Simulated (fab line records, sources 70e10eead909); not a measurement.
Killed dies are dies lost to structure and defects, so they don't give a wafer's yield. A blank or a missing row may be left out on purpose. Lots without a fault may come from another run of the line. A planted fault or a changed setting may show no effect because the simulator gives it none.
Which tool did it? | flow nand_harc | 24 lots, 72 wafers sampled, at 5 steps of a route of 1302

WHAT THE GAUGES READ, wafer by wafer
NHARC_P_BONDPAD_CD_MEAS_13.
lot  | measured     | on        | cd_nm (nm)
L074 | day 6 15:35  | cd_sem-03 | 500.6 501.4 500.3
L075 | day 7 04:56  | cd_sem-01 | 497.0 498.5 495.0
L076 | day 7 08:47  | cd_sem-01 | 495.4 498.4 497.0
L077 | day 7 20:09  | cd_sem-01 | 498.2 498.0 500.4
L078 | day 8 11:41  | cd_sem-01 | 501.4 501.9 499.3
L079 | day 8 14:37  | cd_sem-01 | 495.7 494.8 497.9
L080 | day 9 10:25  | cd_sem-01 | 497.1 497.7 494.5
L081 | day 9 10:35  | cd_sem-03 | 502.3 501.5 501.4
L082 | day 10 05:05 | cd_sem-01 | 502.3 497.6 497.2
L083 | day 10 12:42 | cd_sem-03 | 495.0 497.8 494.9
L084 | day 11 01:38 | cd_sem-02 | 498.9 501.4 497.3
L085 | day 11 07:35 | cd_sem-03 | 497.4 496.6 496.3
L086 | day 11 08:04 | cd_sem-03 | 495.9 495.3 493.1
L087 | day 11 22:54 | cd_sem-03 | 503.8 502.3 504.7
L089 | day 12 23:53 | cd_sem-03 | 496.4 495.6 499.4
L088 | day 13 00:49 | cd_sem-01 | 500.2 499.6 500.3
L090 | day 13 14:08 | cd_sem-02 | 504.1 499.3 503.9
L091 | day 14 01:45 | cd_sem-03 | 497.7 494.1 498.8
L092 | day 14 02:36 | cd_sem-01 | 495.9 499.0 500.8
L093 | day 14 13:13 | cd_sem-02 | 500.0 502.2 501.3
L094 | day 14 18:23 | cd_sem-03 | 498.2 499.0 500.4
L095 | day 15 06:59 | cd_sem-01 | 497.2 495.8 494.4
L096 | day 15 22:14 | cd_sem-01 | 498.4 494.4 495.3
L097 | day 16 00:53 | cd_sem-03 | 494.2 494.8 495.9

NHARC_A_ONON_D1_THK_MEAS_18: measures by ellipsometry.
lot  | measured     | on            | thk_nm (nm)
L074 | day 8 06:46  | film_metro-01 | 1007 1009 1008
L075 | day 8 16:40  | film_metro-01 | 1010 1010 1010
L076 | day 9 00:43  | film_metro-02 | 992 991 990
L077 | day 9 09:20  | film_metro-01 | 1002 1003 1002
L078 | day 10 01:54 | film_metro-01 | 998 997 997
L079 | day 10 01:54 | film_metro-02 | 997 996 996
L080 | day 10 22:53 | film_metro-01 | 1010 1010 1011
L081 | day 10 22:53 | film_metro-01 | 989 987 988
L082 | day 11 19:19 | film_metro-01 | 991 989 991
L083 | day 12 03:17 | film_metro-01 | 1003 1002 1003
L084 | day 12 15:57 | film_metro-01 | 1003 1005 1004
L085 | day 12 20:21 | film_metro-01 | 997 998 997
L086 | day 12 20:22 | film_metro-02 | 1003 1004 1004
L087 | day 13 10:38 | film_metro-02 | 978 979 979
L089 | day 14 15:28 | film_metro-02 | 1001 1003 1000
L088 | day 14 15:29 | film_metro-01 | 1004 1006 1005
L090 | day 15 08:18 | film_metro-02 | 1006 1008 1008
L091 | day 15 16:51 | film_metro-01 | 999 999 999
L092 | day 15 16:50 | film_metro-02 | 1001 1002 1002
L093 | day 16 00:44 | film_metro-01 | 993 990 990
L094 | day 16 09:36 | film_metro-01 | 989 992 991
L095 | day 16 18:34 | film_metro-01 | 993 993 993
L096 | day 17 13:04 | film_metro-02 | 983 984 984
L097 | day 17 13:04 | film_metro-02 | 994 993 993

NHARC_A_CHANNEL_FILL_D1_INSPECT_13.
lot  | measured     | on                | raw_defect_count
L074 | day 11 01:11 | defect_inspect-01 | 157 310 311
L075 | day 11 08:38 | defect_inspect-02 | 308 277 752
L076 | day 11 18:23 | defect_inspect-01 | 293 188 233
L077 | day 11 22:01 | defect_inspect-02 | 461 366 271
L078 | day 12 16:04 | defect_inspect-01 | 162 255 287
L079 | day 12 16:04 | defect_inspect-02 | 338 633 836
L080 | day 13 15:25 | defect_inspect-01 | 323 420 266
L081 | day 13 15:26 | defect_inspect-02 | 478 642 1059
L082 | day 14 09:35 | defect_inspect-01 | 413 341 279
L083 | day 15 01:43 | defect_inspect-02 | 231 343 214
L084 | day 15 05:50 | defect_inspect-01 | 243 294 325
L085 | day 15 16:08 | defect_inspect-01 | 315 198 218
L086 | day 15 16:08 | defect_inspect-02 | 194 275 399
L087 | day 16 02:59 | defect_inspect-02 | 283 284 278
L089 | day 17 10:27 | defect_inspect-02 | 352 322 352
L088 | day 17 10:28 | defect_inspect-01 | 728 326 762
L090 | day 17 22:32 | defect_inspect-02 | 208 275 169
L091 | day 18 06:14 | defect_inspect-01 | 308 213 254
L092 | day 18 06:13 | defect_inspect-02 | 196 173 256
L093 | day 18 14:46 | defect_inspect-02 | 285 265 272
L094 | day 19 11:19 | defect_inspect-01 | 294 184 370
L095 | day 20 01:31 | defect_inspect-01 | 265 456 340
L096 | day 20 10:47 | defect_inspect-02 | 126 182 226
L097 | day 20 01:31 | defect_inspect-02 | 160 172 257

WHICH TOOL RAN EACH LOT (tool, then ch and the chambers of the sampled wafers, then the start)
lot  | NHARC_P_BONDPAD_ETCH_24                       | NHARC_P_BONDPAD_PVD_27
L074 | rie_diel-08 ch 1,2, day 8 06:46 or earlier    | pvd_sputter-03, day 8 06:46 or earlier
L075 | rie_diel-08 ch 0,3, day 8 16:40 or earlier    | pvd_sputter-03, day 8 16:40 or earlier
L076 | rie_diel-12 ch 0,2, day 9 00:43 or earlier    | pvd_sputter-02, day 9 00:43 or earlier
L077 | rie_diel-13 ch 0,1,2, day 9 09:20 or earlier  | pvd_sputter-02, day 9 09:20 or earlier
L078 | rie_diel-13 ch 0,3, day 10 01:54 or earlier   | pvd_sputter-03, day 10 01:54 or earlier
L079 | rie_diel-08 ch 0,1,2, day 10 01:54 or earlier | pvd_sputter-03, day 10 01:54 or earlier
L080 | rie_diel-13 ch 0,1, day 10 22:53 or earlier   | pvd_sputter-01, day 10 22:53 or earlier
L081 | rie_diel-12 ch 1,2, day 10 22:53 or earlier   | pvd_sputter-03, day 10 22:53 or earlier
L082 | rie_diel-13 ch 0,1,2, day 11 19:19 or earlier | pvd_sputter-02, day 11 19:19 or earlier
L083 | rie_diel-08 ch 0,2,3, day 10 12:58            | pvd_sputter-02, day 12 03:17 or earlier
L084 | rie_diel-13 ch 1,2,3, day 12 15:57 or earlier | pvd_sputter-03, day 12 15:57 or earlier
L085 | rie_diel-08 ch 1,2,3, day 12 20:21 or earlier | pvd_sputter-03, day 12 20:21 or earlier
L086 | rie_diel-12 ch 0,1,3, day 12 20:22 or earlier | pvd_sputter-02, day 12 20:22 or earlier
L087 | rie_diel-12 ch 0,2,3, day 13 10:38 or earlier | pvd_sputter-02, day 13 10:38 or earlier
L089 | rie_diel-08 ch 0,1,3, day 14 15:28 or earlier | pvd_sputter-01, day 14 15:28 or earlier
L088 | rie_diel-08 ch 0,1, day 14 15:29 or earlier   | pvd_sputter-03, day 14 15:29 or earlier
L090 | rie_diel-12 ch 0,2, day 15 08:18 or earlier   | pvd_sputter-02, day 15 08:18 or earlier
L091 | rie_diel-08 ch 0,1,3, day 15 16:51 or earlier | pvd_sputter-01, day 15 16:51 or earlier
L092 | rie_diel-13 ch 0,1,3, day 15 16:50 or earlier | pvd_sputter-01, day 15 16:50 or earlier
L093 | rie_diel-08 ch 1,2,3, day 16 00:44 or earlier | pvd_sputter-01, day 16 00:44 or earlier
L094 | rie_diel-08 ch 0,3, day 16 09:36 or earlier   | pvd_sputter-01, day 16 09:36 or earlier
L095 | rie_diel-08 ch 1,2, day 15 07:14              | pvd_sputter-01, day 16 18:34 or earlier
L096 | rie_diel-12 ch 0,1,2, day 17 13:04 or earlier | pvd_sputter-02, day 17 13:04 or earlier
L097 | rie_diel-08 ch 1,2, day 17 13:04 or earlier   | pvd_sputter-02, day 17 13:04 or earlier
- NHARC_P_BONDPAD_ETCH_24: etches the open film in CF4/N2, target depth 30 nm, time 72.99 s.
- NHARC_P_BONDPAD_PVD_27: deposits Cu, target thk 30 nm, time 20.49 s.

WHAT THE TOOLS THEMSELVES READ (means of the sampled wafers that have a number; where no wafer has one, the mark that the record gives instead)
NHARC_P_BONDPAD_ETCH_24.
lot  | tool        | drypump_motor_current_A (A) | mfc_ar_sccm (sccm) | oes_product_au (a.u.) | rf_vpp_V (V) | showerhead_plenum_p_Torr (Torr) | throttle_valve_pct (%)
L074 | rie_diel-08 | 5.1                         | 149.5              | 0.995                 | 313.4        | 2.61                            | 19.796
L075 | rie_diel-08 | 5.6                         | 149.6              | 0.990                 | 316.2        | 2.72                            | 19.799
L076 | rie_diel-12 | 5.9                         | 150.0              | 0.996                 | 313.8        | 2.68                            | 19.795
L077 | rie_diel-13 | 5.8                         | 149.9              | 1.007                 | 313.4        | 2.57                            | 19.790
L078 | rie_diel-13 | 6.1                         | 149.6              | 0.997                 | 314.8        | 2.64                            | 19.800
L079 | rie_diel-08 | 5.3                         | 149.9              | 1.002                 | 313.0        | 2.57                            | 19.794
L080 | rie_diel-13 | 6.2                         | 149.7              | 1.004                 | 312.8        | 2.56                            | 19.793
L081 | rie_diel-12 | 5.9                         | 150.1              | 0.993                 | 312.6        | 2.54                            | 19.800
L082 | rie_diel-13 | 5.8                         | 150.1              | 0.998                 | 313.0        | 2.57                            | 19.803
L083 | rie_diel-08 | 5.4                         | 149.9              | 1.004                 | 314.9        | 2.66                            | 19.798
L084 | rie_diel-13 | 5.6                         | 150.1              | 0.982                 | 314.5        | 2.64                            | 19.791
L085 | rie_diel-08 | 5.2                         | 150.3              | 0.995                 | 315.6        | 2.67                            | 19.787
L086 | rie_diel-12 | 6.1                         | 150.2              | 1.003                 | 315.1        | 2.75                            | 19.799
L087 | rie_diel-12 | 6.1                         | 150.3              | 1.000                 | 314.6        | 2.67                            | 19.783
L089 | rie_diel-08 | 5.4                         | 150.2              | 1.014                 | 314.0        | 2.62                            | 19.794
L088 | rie_diel-08 | 5.5                         | 149.8              | 1.007                 | 311.5        | 2.53                            | 19.803
L090 | rie_diel-12 | 5.9                         | 149.8              | 1.009                 | 313.5        | 2.57                            | 19.795
L091 | rie_diel-08 | 5.4                         | 149.9              | 1.013                 | 314.3        | 2.62                            | 19.792
L092 | rie_diel-13 | 6.0                         | 149.7              | 0.990                 | 313.9        | 2.64                            | 19.790
L093 | rie_diel-08 | 5.2                         | 150.2              | 1.005                 | 315.2        | 2.67                            | 19.796
L094 | rie_diel-08 | 5.6                         | 149.7              | 1.006                 | 314.4        | 2.62                            | 19.797
L095 | rie_diel-08 | 5.1                         | 150.2              | 0.997                 | 313.1        | 2.57                            | 19.795
L096 | rie_diel-12 | 5.9                         | 149.9              | 1.004                 | 314.0        | 2.64                            | 19.800
L097 | rie_diel-08 | 5.1                         | 149.9              | 1.002                 | 314.7        | 2.60                            | 19.794

NHARC_P_BONDPAD_PVD_27.
lot  | tool           | throttle_valve_pct (%)
L074 | pvd_sputter-03 | 28.6
L075 | pvd_sputter-03 | 30.6
L076 | pvd_sputter-02 | 30.6
L077 | pvd_sputter-02 | 30.1
L078 | pvd_sputter-03 | 30.1
L079 | pvd_sputter-03 | 29.5
L080 | pvd_sputter-01 | 31.6
L081 | pvd_sputter-03 | 29.9
L082 | pvd_sputter-02 | 30.1
L083 | pvd_sputter-02 | 30.3
L084 | pvd_sputter-03 | 29.8
L085 | pvd_sputter-03 | 30.0
L086 | pvd_sputter-02 | 30.5
L087 | pvd_sputter-02 | 30.0
L089 | pvd_sputter-01 | 31.5
L088 | pvd_sputter-03 | 30.1
L090 | pvd_sputter-02 | 30.7
L091 | pvd_sputter-01 | 31.7
L092 | pvd_sputter-01 | 31.4
L093 | pvd_sputter-01 | 31.0
L094 | pvd_sputter-01 | 30.7
L095 | pvd_sputter-01 | 31.5
L096 | pvd_sputter-02 | 30.2
L097 | pvd_sputter-02 | 30.1

THE ANSWER, worked out from the rows above alone
Rule: what is usual is taken from the lots themselves. Put in order of their means at a reading, lots are off if they are a third of the lots or fewer, leave a main group of 4 or more, and stand apart from it by a gap of 3 or more times the standard deviation of the main group's means; of several such gaps the widest counts. A main group whose means are all the same, to the digits that the tables above print for the reading, isn't used. A lot without any number at a reading at which 4 lots or more have one is off too. The other lots that the step has rows for count as sound. The gauges are gone through in route order, then the tools' own readings, and for those a lot's mean is taken as printed above. The first step at which some lot is off is used, and at that step the reading that is off furthest; a lot without a number counts as furthest.
No lot is off at any reading shown: from this, nothing can be told.

WHAT THE SIMULATOR HAD PUT IN
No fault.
